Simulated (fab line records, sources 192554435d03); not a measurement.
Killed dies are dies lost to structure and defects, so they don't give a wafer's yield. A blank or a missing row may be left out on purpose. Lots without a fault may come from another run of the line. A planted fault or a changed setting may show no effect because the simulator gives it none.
fab line records | flow n5_finfet
record lots=7 wafers=21 last_day=19
route steps=1938 shown BEOL_M2@847 BEOL_M4@1111
lots that met no fault: from a run of the same line without faults
start_h: hours from the record's first day to the start of the lot's first wafer shown | wait_h: hours since the lot's step before | " the same as in the row above | L1.1+2: a row that stands for several wafers | - no value, or no start given | * or withheld: withheld | < > ~ a bound
route shown NAME@n: a module of which the file shows steps, and the number in the route of the first | usual: mean/standard deviation of fault-free wafers | same: alike in all rows | chamber/n: place in a boat | sites: the reading at each site | _std_site: their standard deviation | _edge_site: outer sites' mean less inner sites' | radius_mm: how far each site lies from the wafer's centre | mask NAME#n: copy n | behind: the tool/chamber that last shaped the wafer | hold: why the lot was held/for how many hours/how that ended | device: the transistor (n, p or np) that didn't switch | end of line: the same wafers' tests at the end of the route | a step without rows: its recipe alone | killed: dies lost to structure and defects at the first sort, not the wafer's yield | map: a wafer's dies, x killed, . not, _ none there
set.NAME: the setting as run; set.NAME@STEP: as run at that earlier step | model.NAME: the simulator's own value behind a step, which no gauge read
lots at some steps of the route; a table a step, a row a wafer
services: from which hour (start_h, from the record's first day; less than 0 if before it) a tool's chamber was out of use, for how many hours, and why
## steps
# step N5_BEOL_M2_COAT_73
# recipe resist=underlayer temp_c=205 time_s=60 spin_rpm=1500 resist_thk_nm=5
# step N5_BEOL_M2_COAT_05
# recipe resist=CAR-EUV spin_rpm=1500 resist_thk_nm=30
# step N5_BEOL_M2_EBR_07
# recipe solvent=PGMEA ebr_width_mm=1.5
# step N5_BEOL_M2_SOFTBAKE_06
# recipe temp_c=110 time_s=60 resist=CAR-EUV
# step N5_BEOL_M2_EXPOSE_08
# recipe mask_id=M2 na=0.33 source_shape=dipole sigma_inner=0.369 sigma_outer=0.767 polarization=unpolarized dose_mj=41.25
# step N5_BEOL_M2_PEB_09
# recipe peb_temp_c=100 peb_time_s=60 resist=CAR-EUV
# step N5_BEOL_M2_DEVELOP_10
# recipe develop_time_s=30 developer=TMAH resist=CAR-EUV rinse_liquid=surfactant_rinse dry=air_spin dev_temp_c=23
# step N5_BEOL_M2_CD_MEAS_11
# recipe target_cd_nm=16.79 landing_energy_ev=500 detector=se_inlens polarity=opening
# usual cd_nm=16.90/0.23
# columns lot.wafer tool chamber start_h wait_h cd_nm
L658.2 cd_sem-02 0 161.25 - 16.72
L658.3 " 0 " " 16.88
L658.4 " 0 " " 16.68
L659.2 cd_sem-02 0 164.25 - 17.13
L659.3 " 0 " " 16.91
L659.6 " 0 " " 16.91
L660.4 cd_sem-02 0 167.50 - 17.01
L660.5 " 0 " " 16.64
L660.6 " 0 " " 16.85
L661.3 cd_sem-01 0 172.24 - 16.48
L661.5 " 0 " " 16.75
L661.6 " 0 " " 17.05
L671.1 cd_sem-03 0 250.29 - 16.69
L671.2 " 0 " " 16.70
L671.3 " 0 " " 16.70
L674.3 cd_sem-01 0 267.87 - 16.58
L674.4 " 0 " " 17.35
L674.5 " 0 " " 16.71
L676.1 cd_sem-03 0 274.63 - 17.00
L676.4 " 0 " " 16.47
L676.5 " 0 " " 16.93
# step N5_BEOL_M2_OVL_MEAS_12
# recipe points_per_wafer=522
# usual M2_OVL=-0.3/0.67
# columns lot.wafer tool chamber start_h wait_h M2_OVL[nm]
L658.2 overlay-01 0 161.29 0.0 0.0
L658.3 " 0 " " 0.5
L658.4 " 0 " " 0.5
L659.2 overlay-02 0 164.29 0.0 0.1
L659.3 " 0 " " -0.8
L659.6 " 0 " " 0.3
L660.4 overlay-02 0 167.55 0.0 -1.3
L660.5 " 0 " " -1.1
L660.6 " 0 " " -1.0
L661.3 overlay-02 0 172.28 0.0 -2.3
L661.5 " 0 " " -2.0
L661.6 " 0 " " -1.2
L671.1 overlay-01 0 250.32 0.0 0.3
L671.2 " 0 " " 0.5
L671.3 " 0 " " 0.8
L674.3 overlay-01 0 267.91 0.0 0.4
L674.4 " 0 " " -0.2
L674.5 " 0 " " 0.6
L676.1 overlay-02 0 274.66 0.0 0.3
L676.4 " 0 " " 0.6
L676.5 " 0 " " 0.3
# step N5_BEOL_M2_INSPECT_13
# recipe mode=adi inspect_instrument=brightfield
# usual raw_defect_count=433/84
# columns lot.wafer tool chamber start_h wait_h raw_defect_count
L658.2 defect_inspect-02 - 161.34 0.0 447
L658.3 " - " " 428
L658.4 " - " " 484
L659.2 defect_inspect-01 - 164.34 0.0 390
L659.3 " - " " 523
L659.6 " - " " 482
L660.4 defect_inspect-02 - 167.59 0.0 453
L660.5 " - " " 395
L660.6 " - " " 361
L661.3 defect_inspect-02 - 172.49 0.2 282
L661.5 " - " " 263
L661.6 " - " " 304
L671.1 defect_inspect-01 - 250.38 0.1 617
L671.2 " - " " 315
L671.3 " - " " 384
L674.3 defect_inspect-01 - 267.96 0.0 481
L674.4 " - " " 409
L674.5 " - " " 453
L676.1 defect_inspect-02 - 274.72 0.1 411
L676.4 " - " " 490
L676.5 " - " " 567
# step N5_BEOL_M2_DESCUM_16
# recipe chemistry=O2 time_s=7 source_power_w=50 bias_power_w=20 pressure_mtorr=20 rf_frequency_hz=2.712e+07 temp_c=40 resist=CAR-EUV o2_flow_sccm=225
# usual drypump_motor_current_A=5.7/0.37 oes_product_au=0.81/0.091 rf_vpp_V=243.9/1.3 showerhead_plenum_p_Torr=2.15/0.057 throttle_valve_pct=20.3/0.31
# columns lot.wafer tool chamber start_h wait_h drypump_motor_current_A oes_product_au rf_hours_counter_h rf_vpp_V showerhead_plenum_p_Torr throttle_valve_pct
L658.2 rie_diel-01 1 161.37 0.0 5.3 0.73 198 243.7 2.15 20.5
L658.3 " 0 " " 5.9 0.93 12 245.5 2.24 19.9
L658.4 " 1 " " 5.3 0.73 - 243.4 2.15 20.5
L659.2 rie_diel-04 1 164.37 0.0 6.2 0.73 194 244.7 2.18 20.9
L659.3 " 3 " " 5.5 0.95 4 243.4 2.17 20.1
L659.6 " 2 " " 5.9 0.74 - 242.4 2.09 20.6
L660.4 rie_diel-04 1 167.63 0.0 6.2 0.72 195 244.1 2.18 20.9
L660.5 " 1 " " 6.2 0.72 - 244.5 2.18 20.9
L660.6 " 0 " " 6.1 0.93 - 244.7 2.16 20.0
L661.3 rie_diel-04 3 172.52 0.0 5.5 0.93 7 244.1 2.17 20.1
L661.5 " 2 " " 5.9 0.73 - 242.8 2.09 20.6
L661.6 " 3 " " 5.5 0.93 - 246.0 2.17 20.1
L671.1 rie_diel-01 1 250.41 0.0 5.3 0.71 232 245.1 2.14 20.5
L671.2 " 2 " " 5.9 0.79 90 244.5 2.20 20.1
L671.3 " 0 " " 5.9 0.86 47 244.7 2.23 20.0
L674.3 rie_diel-04 0 267.99 0.0 6.1 0.89 55 242.6 2.15 20.1
L674.4 " 3 " " 5.5 0.85 40 244.4 2.15 20.1
L674.5 " 2 " " 5.9 0.70 - 242.8 2.08 20.6
L676.1 rie_diel-06 0 274.75 0.0 5.2 0.90 38 242.9 2.14 19.9
L676.4 " 3 " " 4.9 0.68 240 241.0 1.97 20.3
L676.5 " 0 " " 5.2 0.90 - 245.9 2.14 19.9
# step N5_BEOL_M2_ETCH_74
# recipe chemistry=N2/H2 target=underlayer target_depth_a=65 mask_material=CAR-EUV time_s=5.2 ion_energy_ev=200 pressure_mtorr=30 source_w=840 bias_w=150 n2_flow_sccm=200 h2_flow_sccm=200 ends=cleared
# usual bias_w=150.0/0.44 chamber_pressure_mTorr=30.00/0.042 drypump_motor_current_A=5.7/0.37 etch_rf_on_time_s=5.20/0.11 oes_product_au=0.69/0.076 rf_vpp_V=525.6/2.3 showerhead_plenum_p_Torr=2.60/0.072 throttle_valve_pct=17.6/0.32
# columns lot.wafer tool chamber start_h wait_h bias_w chamber_pressure_mTorr drypump_motor_current_A etch_rf_on_time_s oes_product_au rf_hours_counter_h rf_vpp_V showerhead_plenum_p_Torr throttle_valve_pct
L658.2 rie_diel-01 1 161.41 0.0 149.2 30.03 5.3 5.28 0.61 198 525.9 2.62 17.9
L658.3 " 0 " " 149.6 30.03 5.9 5.28 0.77 12 529.8 2.71 17.3
L658.4 " 1 " " 149.4 30.00 5.3 5.35 0.61 - 526.6 2.62 17.9
L659.2 rie_diel-04 1 164.41 0.0 150.8 29.93 6.2 5.14 0.63 194 525.8 2.63 18.2
L659.3 " 3 " " 149.9 29.97 5.5 5.10 0.81 4 526.8 2.59 17.2
L659.6 " 2 " " 149.5 29.96 5.9 5.22 0.62 - 522.7 2.51 17.9
L660.4 rie_diel-04 1 167.66 0.0 149.8 29.98 6.3 5.16 0.62 195 525.3 2.63 18.2
L660.5 " 1 " " 149.8 29.94 6.3 5.13 0.64 - 524.4 2.63 18.1
L660.6 " 0 " " 149.5 29.96 6.1 5.17 0.80 - 526.6 2.59 17.4
L661.3 rie_diel-04 3 172.55 0.0 149.5 29.98 5.5 5.10 0.79 7 528.5 2.58 17.2
L661.5 " 2 " " 149.8 30.02 5.9 5.19 0.61 - 523.5 2.51 17.9
L661.6 " 3 " " 150.3 30.05 5.5 5.14 0.79 - 526.8 2.58 17.2
L671.1 rie_diel-01 1 250.45 0.0 151.0 29.99 5.3 5.33 0.60 232 524.2 2.60 18.0
L671.2 " 2 " " 149.8 29.98 5.9 5.36 0.65 90 527.0 2.68 17.6
L671.3 " 0 " " 149.8 29.97 5.9 5.22 0.72 47 527.3 2.69 17.4
L674.3 rie_diel-04 0 268.03 0.0 149.8 30.09 6.1 5.19 0.74 55 523.9 2.58 17.4
L674.4 " 3 " " 149.9 30.04 5.5 5.07 0.73 40 526.6 2.57 17.3
L674.5 " 2 " " 150.6 30.04 5.9 5.34 0.59 - 522.6 2.49 18.0
L676.1 rie_diel-06 0 274.78 0.0 150.0 30.06 5.2 5.15 0.76 38 525.5 2.57 17.1
L676.4 " 3 " " 149.6 29.98 4.9 5.35 0.58 240 517.1 2.40 17.8
L676.5 " 0 " " 150.7 30.01 5.2 5.16 0.75 - 524.5 2.57 17.1
# step N5_BEOL_M2_ETCH_63
# recipe chemistry=CF4 target=SiARC target_depth_a=156 mask_material=CAR-EUV time_s=26 ion_energy_ev=80 pressure_mtorr=40 source_w=545 bias_w=36 Ar_flow_sccm=100 cf4_flow_sccm=100 ends=cleared
# usual bias_w=35.98/0.094 cf4_flow_sccm=99.95/0.29 drypump_motor_current_A=5.7/0.37 etch_rf_on_time_s=26.0/0.55 oes_product_au=0.69/0.076 rf_vpp_V=184.6/1 showerhead_plenum_p_Torr=2.19/0.052 throttle_valve_pct=15.4/0.33
# columns lot.wafer tool chamber start_h wait_h bias_w cf4_flow_sccm drypump_motor_current_A etch_rf_on_time_s oes_product_au rf_hours_counter_h rf_vpp_V showerhead_plenum_p_Torr throttle_valve_pct
L658.2 rie_diel-01 1 161.42 0.0 36.07 99.73 5.3 26.4 0.63 198 184.1 2.22 15.8
L658.3 " 0 " " 36.11 99.86 5.9 26.4 0.77 12 185.8 2.28 15.1
L658.4 " 1 " " 36.06 100.31 5.3 26.4 0.62 - 184.8 2.22 15.8
L659.2 rie_diel-04 1 164.42 0.0 - - - - - - - - -
L659.3 " 3 " " - - - - - - - - -
L659.6 " 2 " " - - - - - - - - -
L660.4 rie_diel-04 1 167.68 0.0 - - - - - - - - -
L660.5 " 1 " " - - - - - - - - -
L660.6 " 0 " " - - - - - - - - -
L661.3 rie_diel-04 3 172.57 0.0 - - - - - - - - -
L661.5 " 2 " " - - - - - - - - -
L661.6 " 3 " " - - - - - - - - -
L671.1 rie_diel-01 1 250.47 0.0 35.82 99.63 5.3 26.3 0.60 232 184.2 2.21 15.9
L671.2 " 2 " " 35.93 99.29 5.9 26.6 0.66 90 184.6 2.23 15.3
L671.3 " 0 " " 36.06 99.63 5.9 26.5 0.72 47 185.3 2.27 15.1
L674.3 rie_diel-04 0 268.04 0.0 36.07 99.69 6.1 25.3 0.76 55 184.9 2.18 15.1
L674.4 " 3 " " 36.03 100.30 5.5 25.7 0.74 40 184.0 2.18 15.2
L674.5 " 2 " " 36.03 99.92 6.0 26.4 0.59 - 182.9 2.11 15.8
L676.1 rie_diel-06 0 274.80 0.0 36.00 100.03 5.2 25.8 0.75 38 184.1 2.18 15.1
L676.4 " 3 " " 36.02 99.78 4.9 26.6 0.58 240 182.4 2.04 15.7
L676.5 " 0 " " 35.91 100.29 5.2 26.0 0.75 - 184.9 2.18 15.0
# step N5_BEOL_M2_ETCH_64
# recipe chemistry=N2/H2 target=SOC target_depth_a=750 overetch_a=225 mask_material=SiARC temp_c=40 time_s=121.9 ion_energy_ev=200 pressure_mtorr=30 source_w=840 bias_w=150 n2_flow_sccm=200 h2_flow_sccm=200
# usual bias_w=150.1/0.43 chamber_pressure_mTorr=30.00/0.03 drypump_motor_current_A=5.7/0.37 oes_product_au=0.61/0.064 rf_vpp_V=525.6/2.1 showerhead_plenum_p_Torr=2.60/0.072 throttle_valve_pct=17.6/0.32
# columns lot.wafer tool chamber start_h wait_h bias_w chamber_pressure_mTorr drypump_motor_current_A oes_product_au rf_hours_counter_h rf_vpp_V showerhead_plenum_p_Torr throttle_valve_pct
L658.2 rie_diel-01 1 161.45 0.0 150.5 29.98 5.3 0.56 198 527.3 2.62 17.9
L658.3 " 0 " " 150.0 29.83 5.9 0.70 12 526.6 2.70 17.3
L658.4 " 1 " " 150.5 30.03 5.3 0.56 - 526.1 2.62 17.9
L659.2 rie_diel-04 1 164.45 0.0 149.4 30.03 6.2 0.28 194 525.2 2.63 18.1
L659.3 " 3 " " 150.8 30.02 5.5 0.36 4 524.1 2.59 17.1
L659.6 " 2 " " 149.9 29.99 5.9 0.27 - 523.3 2.51 17.9
L660.4 rie_diel-04 1 167.71 0.0 149.8 30.02 6.2 0.28 195 525.6 2.63 18.1
L660.5 " 1 " " 150.4 30.00 6.2 0.27 - 525.9 2.63 18.1
L660.6 " 0 " " 149.9 30.03 6.1 0.36 - 525.7 2.60 17.3
L661.3 rie_diel-04 3 172.60 0.0 150.4 30.01 5.5 0.34 7 526.3 2.58 17.2
L661.5 " 2 " " 150.4 30.00 5.9 0.27 - 523.7 2.51 17.9
L661.6 " 3 " " 149.9 30.01 5.5 0.34 - 526.8 2.58 17.2
L671.1 rie_diel-01 1 250.49 0.0 150.1 30.02 5.3 0.54 232 525.3 2.60 17.9
L671.2 " 2 " " 150.8 30.02 5.9 0.60 90 527.2 2.68 17.6
L671.3 " 0 " " 149.1 30.01 5.9 0.65 47 527.6 2.69 17.3
L674.3 rie_diel-04 0 268.07 0.0 149.8 29.93 6.1 0.66 55 525.3 2.58 17.4
L674.4 " 3 " " 150.6 30.00 5.5 0.65 40 524.9 2.57 17.3
L674.5 " 2 " " 150.6 29.99 5.9 0.53 - 522.4 2.49 17.9
L676.1 rie_diel-06 0 274.83 0.0 150.4 30.05 5.2 0.67 38 525.8 2.57 17.0
L676.4 " 3 " " 149.7 29.98 4.9 0.52 240 520.9 2.39 17.7
L676.5 " 0 " " 150.3 30.03 5.2 0.67 - 525.4 2.57 17.0
# step N5_BEOL_M2_STRIP_65
# recipe chemistry=N2/H2 temp_c=40 n2_flow_sccm=200 h2_flow_sccm=200 rf_frequency_hz=6e+07
# step N5_BEOL_M2_STRIP_75
# recipe chemistry=N2/H2 temp_c=40 n2_flow_sccm=200 h2_flow_sccm=200 rf_frequency_hz=6e+07
# step N5_BEOL_M2_STRIP_66
# recipe chemistry=CF4 resist=SiARC power_w=300 bias_power_w=75 pressure_mtorr=50 cf4_flow_sccm=150 rf_frequency_hz=6e+07
# usual drypump_motor_current_A=5.7/0.37 oes_product_au=0.80/0.081 power_w=299.9/0.89 rf_vpp_V=272.1/1.2 showerhead_plenum_p_Torr=1.83/0.042 throttle_valve_pct=13.4/0.33
# columns lot.wafer tool chamber start_h wait_h drypump_motor_current_A oes_product_au power_w rf_hours_counter_h rf_vpp_V showerhead_plenum_p_Torr throttle_valve_pct
L658.2 rie_diel-01 1 161.58 0.0 5.3 0.73 299.5 198 272.6 1.87 13.8
L658.3 " 0 " " 5.9 0.91 300.0 12 274.1 1.90 13.0
L658.4 " 1 " " 5.3 0.73 299.1 - 272.2 1.87 13.8
L659.2 rie_diel-04 1 164.59 0.0 6.2 0.73 299.9 195 271.9 1.84 13.9
L659.3 " 3 " " 5.5 0.93 301.1 4 272.6 1.84 13.1
L659.6 " 2 " " 5.9 0.72 299.3 - 271.8 1.78 13.7
L660.4 rie_diel-04 1 167.84 0.0 6.2 0.73 298.3 195 273.3 1.84 13.9
L660.5 " 1 " " 6.2 0.72 299.7 - 272.3 1.84 13.9
L660.6 " 0 " " 6.0 0.93 301.5 - 272.0 1.84 13.1
L661.3 rie_diel-04 3 172.73 0.0 5.5 0.91 298.4 7 273.1 1.84 13.1
L661.5 " 2 " " 6.0 0.72 299.0 - 270.5 1.77 13.6
L661.6 " 3 " " 5.5 0.92 299.7 - 272.5 1.84 13.1
L671.1 rie_diel-01 1 250.63 0.0 5.3 0.71 299.9 232 272.8 1.86 13.9
L671.2 " 2 " " 5.9 0.78 298.6 90 273.7 1.87 13.3
L671.3 " 0 " " 5.9 0.83 300.3 47 272.7 1.89 13.1
L674.3 rie_diel-04 0 268.20 0.0 6.1 0.87 302.0 55 271.4 1.83 13.2
L674.4 " 3 " " 5.5 0.84 300.6 40 272.5 1.83 13.2
L674.5 " 2 " " 5.9 0.70 300.3 - 269.4 1.77 13.7
L676.1 rie_diel-06 0 274.96 0.0 5.2 0.87 300.4 38 271.0 1.84 13.1
L676.4 " 3 " " 4.9 0.68 300.3 240 269.4 1.71 13.8
L676.5 " 0 " " 5.2 0.87 301.0 - 270.4 1.84 13.1
# step N5_BEOL_M2_HM_OPEN_17
# recipe chemistry=Cl2/BCl3 target_depth_a=200 overetch_a=60 target=TiN mask_material=SOC ion_energy_ev=150 pressure_mtorr=10 icp_w=1000 bias_w=126 Cl2_flow_sccm=53.25 bcl3_flow_sccm=21.75 Ar_flow_sccm=25
# usual drypump_motor_current_A=5.7/0.57 mfc_cl2_sccm=53.22/0.14 oes_product_au=0.69/0.057 throttle_valve_pct=22.03/0.16
# columns lot.wafer tool chamber start_h wait_h drypump_motor_current_A mfc_cl2_sccm oes_product_au rf_hours_counter_h throttle_valve_pct
L658.2 rie_metal-03 0 161.63 0.0 5.7 53.11 0.78 9 21.86
L658.3 " 0 " " 5.7 53.13 0.79 - 21.84
L658.4 " 1 " " 6.7 53.34 0.70 - 21.97
L659.2 rie_metal-01 0 164.63 0.0 5.6 53.02 0.29 34 22.75
L659.3 " 1 " " 5.0 53.41 0.30 - 22.62
L659.6 " 0 " " 5.6 53.27 0.29 - 22.77
L660.4 rie_metal-01 1 167.91 0.1 5.0 53.08 0.30 - 22.62
L660.5 " 0 " " 5.5 53.45 0.30 - 22.76
L660.6 " 1 " " 5.0 53.26 0.29 - 22.63
L661.3 rie_metal-02 0 172.80 0.1 6.5 53.31 0.36 - 22.57
L661.5 " 0 " " 6.5 53.19 0.36 - 22.56
L661.6 " 1 " " 5.5 53.41 0.27 - 23.08
L671.1 rie_metal-01 0 250.67 0.0 5.5 53.23 0.65 43 22.13
L671.2 " 1 " " 5.0 53.19 0.65 48 21.99
L671.3 " 0 " " 5.6 53.17 0.65 - 22.13
L674.3 rie_metal-01 0 268.27 0.1 5.5 53.09 0.65 - 22.12
L674.4 " 1 " " 5.0 53.27 0.65 - 21.99
L674.5 " 1 " " 5.0 53.28 0.66 - 21.97
L676.1 rie_metal-03 0 275.00 0.0 5.7 53.16 0.75 17 21.85
L676.4 " 0 " " 5.7 53.12 0.77 - 21.87
L676.5 " 0 " " 5.7 53.23 0.76 - 21.85
# step N5_BEOL_M2_STRIP_19
# recipe chemistry=O2 power_w=400 temp_c=40 pressure_mtorr=30 rf_frequency_hz=6e+07 bias_power_w=0 overash_fraction=0.2 o2_flow_sccm=225
# usual drypump_motor_current_A=5.7/0.38 oes_product_au=0.80/0.092 rf_vpp_V=3.7/0.47 showerhead_plenum_p_Torr=2.15/0.061 throttle_valve_pct=16.5/0.31
# columns lot.wafer tool chamber start_h wait_h drypump_motor_current_A oes_product_au rf_hours_counter_h rf_vpp_V showerhead_plenum_p_Torr throttle_valve_pct
L658.2 rie_diel-01 0 161.74 0.1 5.9 0.92 13 3.5 2.24 16.2
L658.3 " 1 " " 5.3 0.72 198 4.0 2.16 16.8
L658.4 " 0 " " 5.9 0.92 - 3.5 2.24 16.2
L659.2 rie_diel-04 3 164.74 0.1 5.5 0.95 4 3.4 2.17 16.3
L659.3 " 1 " " 6.2 0.71 195 4.9 2.18 17.1
L659.6 " 0 " " 6.1 0.94 - 3.5 2.16 16.2
L660.4 rie_diel-06 2 168.22 0.3 5.6 0.68 - 3.6 2.16 16.6
L660.5 " 1 " " 5.6 0.82 - 3.6 2.13 16.8
L660.6 " 3 " " 4.9 0.71 - 4.0 1.98 16.6
L661.3 rie_diel-04 2 173.01 0.2 5.9 0.73 198 3.8 2.10 16.8
L661.5 " 0 " " 6.1 0.94 - 3.7 2.16 16.2
L661.6 " 2 " " 6.0 0.73 - 3.1 2.10 16.8
L671.1 rie_diel-06 3 250.90 0.2 4.9 0.69 232 4.0 1.97 16.7
L671.2 " 1 " " 5.6 0.79 106 4.3 2.12 16.8
L671.3 " 2 " " 5.6 0.92 16 3.7 2.14 16.2
L674.3 rie_diel-04 2 268.35 0.1 5.9 0.70 231 3.2 2.09 16.9
L674.4 " 1 " " 6.2 0.71 227 3.0 2.17 17.2
L674.5 " 2 " " 6.0 0.71 - 3.8 2.08 16.9
L676.1 rie_diel-04 2 275.23 0.2 6.0 0.69 233 3.5 2.08 16.9
L676.4 " 3 " " 5.5 0.85 42 4.2 2.16 16.4
L676.5 " 2 " " 5.9 0.69 - 3.9 2.08 16.9
# step N5_BEOL_M2_CD_MEAS_18
# recipe pitch_nm=36 target_cd_nm=18
# usual cd_nm=18.1/0.36
# columns lot.wafer tool chamber start_h wait_h cd_nm
L658.2 cd_sem-02 - 161.81 0.1 18.1
L658.3 " - " " 18.0
L658.4 " - " " 17.6
L659.2 cd_sem-03 - 164.81 0.1 -
L659.3 " - " " -
L659.6 " - " " -
L660.4 cd_sem-03 - 168.27 0.0 -
L660.5 " - " " -
L660.6 " - " " -
L661.3 cd_sem-03 - 173.09 0.1 -
L661.5 " - " " -
L661.6 " - " " -
L671.1 cd_sem-03 - 250.97 0.0 18.5
L671.2 " - " " 18.5
L671.3 " - " " 18.1
L674.3 cd_sem-03 - 268.43 0.1 18.4
L674.4 " - " " 17.7
L674.5 " - " " 18.4
L676.1 cd_sem-01 - 275.30 0.0 18.1
L676.4 " - " " 17.5
L676.5 " - " " 17.8
# step N5_BEOL_M2_COAT_67
# recipe resist=SOC temp_c=250 time_s=60 spin_rpm=1500 resist_thk_nm=60
# step N5_BEOL_M4_RC_MEAS_101
# usual DIBL_N=36.0/1.9 DIBL_P=35.6/2.2 IOFF_N=0.15/0.031 IOFF_P=0.19/0.032 ION_N=668/11 ION_P=455/7.2 SS_N=71.5/0.65 SS_P=73.4/0.64 VT_N=251/3.6 VT_P=-253/3.3
# columns lot.wafer tool chamber start_h wait_h DIBL_N[mV/V] DIBL_P[mV/V] IOFF_N[nA/um] IOFF_P[nA/um] ION_N[uA/um] ION_P[uA/um] SS_N[mV/dec] SS_P[mV/dec] VT_N[mV] VT_P[mV]
L658.2 prober-02 0 226.81 0.2 38.0 38.6 0.21 0.24 678 460 72.4 73.2 245 -249
L658.3 " 0 " " 35.6 35.3 0.15 0.19 671 460 71.4 72.9 253 -252
L658.4 " 0 " " 37.9 38.4 0.19 0.23 674 453 71.7 74.3 247 -251
L671.1 prober-01 0 308.32 0.0 34.6 36.4 0.15 0.21 671 463 71.2 73.3 249 -248
L671.2 " 0 " " 34.0 34.4 0.13 0.17 659 450 70.9 72.7 252 -251
L671.3 " 0 " " 35.1 36.5 0.15 0.21 673 464 70.8 73.3 250 -254
L676.1 prober-02 0 325.81 0.0 39.4 40.4 0.24 0.31 692 473 73.1 74.7 244 -243
L676.4 " 0 " " 37.2 36.9 0.18 0.23 681 465 72.0 73.5 248 -248
L676.5 " 0 " " 36.8 36.4 0.17 0.22 673 456 72.0 73.3 248 -249
L674.3 prober-01 0 332.21 0.3 39.9 40.0 0.25 0.25 690 463 72.6 74.3 243 -250
L674.4 " 0 " " 36.7 36.0 0.16 0.19 667 454 71.5 73.2 245 -256
L674.5 " 0 " " 39.0 38.2 0.20 0.22 683 455 71.3 74.4 248 -249
## services
# columns tool chamber start_h hours kind
rie_diel-06 0 141.88 - clean
rie_diel-06 0 141.88 - consumable_replace:focus_ring
rie_diel-06 0 141.88 33.7 scheduled_down
rie_diel-06 0 141.88 33.7 vent_cycle
rie_diel-01 3 156.77 43.4 repair
rie_diel-04 1 171.89 1.4 repair
rie_diel-06 3 181.80 17.0 repair
rie_diel-06 2 198.81 - clean
rie_diel-06 2 198.81 - consumable_replace:focus_ring
rie_diel-06 2 198.81 16.9 scheduled_down
rie_diel-06 2 198.81 16.9 vent_cycle
rie_diel-01 - 202.64 0.5 repair
rie_metal-03 - 221.17 2.8 pm
rie_diel-01 - 252.18 2.8 pm
rie_metal-02 - 259.01 1.1 repair
rie_metal-02 1 266.96 4.9 repair
rie_metal-03 1 272.82 4.8 repair
## key
first_sign step=N5_BEOL_M2_ETCH_63 reading=tool_record direction=missing
effect step=N5_BEOL_M2_ETCH_64 reading=oes_product_au direction=down sigmas=4.8 usual=0.61 struck=0.31
effect step=N5_BEOL_M2_HM_OPEN_17 reading=oes_product_au direction=down sigmas=6.7 usual=0.69 struck=0.31
effect step=N5_BEOL_M2_CD_MEAS_18 reading=cd_nm direction=missing
met_at N5_BEOL_M2_ETCH_63
struck_wafers L659.2,L659.3,L659.6,L660.4,L660.5,L660.6,L661.3,L661.5,L661.6
later_rows_left_out L659.2,L659.3,L659.6,L660.4,L660.5,L660.6,L661.3,L661.5,L661.6
sort_left_out L659.2,L659.3,L659.6,L660.4,L660.5,L660.6,L661.3,L661.5,L661.6
fault kind=skipped_step_whole tool=rie_diel-04 chamber=- onset_h=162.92 steps=N5_BEOL_M2_ETCH_63 scope=struck_lots_only
# sort_left_out: the simulated sort isn't trusted on such a fault, so these wafers' sort isn't shown, and their yield isn't known
# later_rows_left_out: the simulator's readings of these wafers behind a module that went badly wrong aren't trusted and aren't shown, but for the sort
